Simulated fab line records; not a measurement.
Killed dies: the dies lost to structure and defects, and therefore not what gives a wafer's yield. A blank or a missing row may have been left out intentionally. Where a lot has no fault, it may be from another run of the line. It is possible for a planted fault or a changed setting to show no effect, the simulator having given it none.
Comparing a struck lot with a sound one + flow nand harc + 25 out of 1159 route steps
Sound: these wafers, L288.2, L288.5, L288.6. The struck wafers were L293.2, L293.5, L293.6. At the end, the cause is stated.
Per side, at each step with rows, come the tool, then ch with its chambers, and then its first start. Under that, the readings that differ: sound wafers + struck wafers + difference of the means + sigmas: that difference in standard deviations of wafers without a fault.
alike: a reading whose means differ by less than 2 such deviations, as well as words and numbers matching on both sides. not compared: withheld readings; readings where some wafer has no value; bounds like >300 that might hide an equal value; numbers whose values overlap and for which the record gives no deviation.
Wherever a step has rows on one side only, a row that says differs or no value, or a row with sigmas, the two part there. When numbers do not overlap yet have no deviation, they are printed without sigmas and do not part them. A reading missing from all wafers of one side parts the sides only when that side holds two or more wafers.

first, 8 steps without rows for these wafers: NHARC_A_CHANNEL_HOLE_D1_DEVELOP_09 (develop time 35 s); NHARC_A_CHANNEL_HOLE_D1_DESCUM_15 (chemistry O2, time 3 s); NHARC_A_CHANNEL_HOLE_D1_ETCH_38 (etches the open film in CF4, target depth 39 nm, time 65 s); NHARC_A_CHANNEL_HOLE_D1_ETCH_39 (etches the open film in N2/H2, target depth 260 nm, time 325 s); NHARC_A_CHANNEL_HOLE_D1_ETCH_34 (etches the open film in CF4/CHF3, target depth 154 nm, time 77 s); NHARC_A_CHANNEL_HOLE_D1_ETCH_16 (etches the open film in O2/COS, target depth 3100 nm, time 806 s); NHARC_A_CHANNEL_HOLE_D1_ETCH_19 (etches the open film in C4F8/O2/Ar, time 34.5 s); NHARC_A_CHANNEL_HOLE_D1_ETCH_20 (etches the open film in C4F8/O2/Ar, time 361.9 s, target depth 1600 nm).
NHARC_A_CHANNEL_HOLE_D1_ETCH_21: etches the open film in C4F8/O2/Ar, time 514.3 s, target depth 1600 nm.
  sound on har etch-01 ch 0,1, day 10 07:35; struck on har etch-01 ch 0,1, day 11 13:19
  no value came back on the struck wafers for any of 5 readings (c4f8 flow sccm (sccm), chamber pressure mTorr (mTorr) and others); on the sound wafers c4f8 flow sccm (sccm) reads 88.88 88.96 89.62
  not compared: rf hours counter h
then, 9 steps without rows for these wafers: NHARC_A_CHANNEL_HOLE_D1_ETCH_22 (etches the open film in C4F8/O2/Ar, time 666.7 s, target depth 1600 nm); NHARC_A_CHANNEL_HOLE_D1_ETCH_23 (etches the open film in C4F8/O2/Ar, time 819 s, target depth 1600 nm); NHARC_A_CHANNEL_HOLE_D1_ETCH_24 (etches the open film in C4F8/O2/Ar, time 906.2 s, target depth 1500 nm); NHARC_A_CHANNEL_HOLE_D1_ETCH_25 (etches the open film in C4F8/O2/Ar, time 1040.2 s, target depth 1500 nm); NHARC_A_CHANNEL_HOLE_D1_ETCH_26 (etches the open film in C4F8/O2/Ar, time 224.1 s, target depth 300 nm); NHARC_A_CHANNEL_HOLE_D1_ETCH_33 (etches the open film in C4F8/O2/Ar, time 90 s, target depth 400 nm); NHARC_A_CHANNEL_HOLE_D1_STRIP_41 (strips in N2/H2); NHARC_A_CHANNEL_HOLE_D1_STRIP_42 (strips in CF4/CHF3); NHARC_A_CHANNEL_HOLE_D1_STRIP_43 (strips in O2/COS).
NHARC_A_CHANNEL_HOLE_D1_ETCH_44: etches the open film in CF4/O2, target depth 140 nm, overetch 14 nm, time 77 s.
  sound on rie diel-08 ch 0,3, day 10 12:28; struck on rie diel-08 ch 1,2, day 11 17:33
| reading                            | sound             | struck            | difference | sigmas |
|------------------------------------|-------------------|-------------------|------------|--------|
| model.A_CHANNEL_HOLE_D1.cd nm (nm) | 89.68 89.93 89.18 | 100.4 96.98 100.5 | +9.7       |        |
  alike: bias w, cf4 flow sccm, drypump motor current A, oes_f_703_au, oes_o_777_au, oes product au, rf vpp V, showerhead plenum p Torr, throttle valve pct
  not compared: rf hours counter h
then, 3 steps without rows for these wafers: NHARC_A_CHANNEL_HOLE_D1_STRIP_27 (strips in O2); NHARC_A_CHANNEL_HOLE_D1_PRECLEAN_28 (cleans in SC1); NHARC_A_CHANNEL_HOLE_D1_SRD_29.
NHARC_A_CHANNEL_HOLE_D1_CD_MEAS_30:
  sound on cd sem-01, day 10 13:16; struck on cd sem-01, day 11 18:20
| reading    | sound          | struck        | difference | sigmas |
|------------|----------------|---------------|------------|--------|
| cd nm (nm) | 89.8 90.0 89.4 | -0.2 0.6 -0.4 | -89.7      | -69    |
NHARC_A_CHANNEL_HOLE_D1_XSEM_31:
  sound on xsem-01 ch 0, day 10 13:21; struck on xsem-01 ch 0, day 11 18:25
| reading        | sound          | struck      | difference | sigmas |
|----------------|----------------|-------------|------------|--------|
| bot cd nm (nm) | 74.5 74.7 73.9 | 0.0 0.0 0.0 | -74.4      | -53    |
| bow nm (nm)    | 8.9 8.9 8.9    | 0.3 0.3 0.3 | -8.6       | -29    |
  alike: tilt deg
-- break in the record here, with 11 days between the starts of the struck wafers on either side (left off in module A_CHANNEL_HOLE_D1, picked up again in module END, where the first step shown is number 1159 on the route) --
NHARC_END_SORT_01:
  here the record holds rows for the struck wafers (prober-02 ch 0, day 22 09:04) but none for the sound ones

== WHERE THEY PART ==
Earliest at NHARC_A_CHANNEL_HOLE_D1_ETCH_21; latest, in this record, at NHARC_END_SORT_01.

WHY: whatever the simulator had introduced
Step skipped in full: har etch-01, at NHARC_A_CHANNEL_HOLE_D1_ETCH_21, from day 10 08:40 onward. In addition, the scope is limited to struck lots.
